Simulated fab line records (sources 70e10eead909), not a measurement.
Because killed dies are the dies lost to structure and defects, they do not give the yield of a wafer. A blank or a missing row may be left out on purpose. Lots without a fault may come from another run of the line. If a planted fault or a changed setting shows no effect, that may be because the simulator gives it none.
A lot that was struck, set against a sound lot    flow nandHarc    14 out of 1302 route steps
Sound: the wafers L699.1, L699.3, L699.6. Struck: wafer L703.2 (left out: L703.3, L703.4 of the same lot, which were not struck); the cause appears at the end.
Per side, at each step with rows, come the tool, then ch with its chambers, and then its first start. Under that, the readings that differ: sound wafers    struck wafers    difference of the means    sigmas: that difference in standard deviations of wafers without a fault.
alike: same words and numbers on both sides, and readings whose means sit less than 2 such deviations apart. not compared: any withheld reading, any reading some wafer has no value for, any bound like >300 that may hide the same value, and any number with overlapping values for which the record gives no deviation.
Wherever a step has rows on one side only, a row that says differs or no value, or a row with sigmas, the two part there. Numbers that have no deviation but don't overlap get no sigmas and don't part them. A reading missing from all wafers of one side parts the sides only when that side holds two or more wafers.

NHARC_THIN_TSV_DEP_43: deposits SiO2, target thk 1328.5 nm.
  sound on pecvd-04 ch 1,2, day 29 15:36; struck on pecvd-02 ch 0, day 31 01:59
  alike: showerheadVppV, throttleValvePct
then, 8 steps without rows for these wafers: NHARC_THIN_TSV_DEHYDRATE_04 (time 120 s); NHARC_THIN_TSV_HMDS_05 (time 30 s); NHARC_THIN_TSV_COAT_06; NHARC_THIN_TSV_SOFTBAKE_07 (time 95 s); NHARC_THIN_TSV_EBR_08; NHARC_THIN_TSV_EXPOSE_09 (exposes mask TSV); NHARC_THIN_TSV_PEB_10 (peb time 85 s); NHARC_THIN_TSV_DEVELOP_11 (time 70 s).
NHARC_THIN_TSV_CD_MEAS_12: the cd target is 1000 nm.
  sound on cdSem-01 ch 0, day 29 16:26; struck on cdSem-01 ch 0, day 31 02:41
  alike: cdNm
then, 1 step without rows for these wafers: NHARC_THIN_TSV_HARDBAKE_13 (time 80 s).
NHARC_THIN_TSV_DESCUM_14: chemistry O2, time 3 s.
  sound on rieDiel-07 ch 0,1,2, day 29 16:36; struck on rieDiel-07 ch 0, day 31 02:51
  alike: drypumpMotorCurrentA, oesProductAu, rfVppV, showerheadPlenumPTorr, throttleValvePct
  not compared: rfHoursCounterH
NHARC_THIN_TSV_ETCH_44: etches the open film in CF4/O2, target depth 1594.2 nm, time 797.1 s.
  sound on rieDiel-07 ch 0,2,3, day 29 16:41; struck on rieDiel-07 ch 3, day 31 02:56
reading              sound              struck  difference  sigmas
oesProductAu (a.u.)  1.000 1.007 1.020  0.863   -0.146      -16
  alike: drypumpMotorCurrentA, rfVppV, showerheadPlenumPTorr, throttleValvePct
  not compared: rfHoursCounterH
NHARC_THIN_TSV_ETCH_15: target depth 3000 nm, bosch target overetch cycles 2, bosch etch step 2.8 s.
  sound on rieSi-02 ch 0,1,3, day 29 17:17; struck on rieSi-03 ch 1, day 31 03:31
  alike: drypumpMotorCurrentA
  not compared: rfHoursCounterH

WHERE THEY PART
NHARC_THIN_TSV_ETCH_44 only, going by this record. Later steps at which nothing parts them and some readings are alike: NHARC_THIN_TSV_ETCH_15.

WHY: whatever the simulator had introduced
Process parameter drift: rieDiel-07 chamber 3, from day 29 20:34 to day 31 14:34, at NHARC_THIN_TSV_ETCH_44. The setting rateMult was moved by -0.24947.
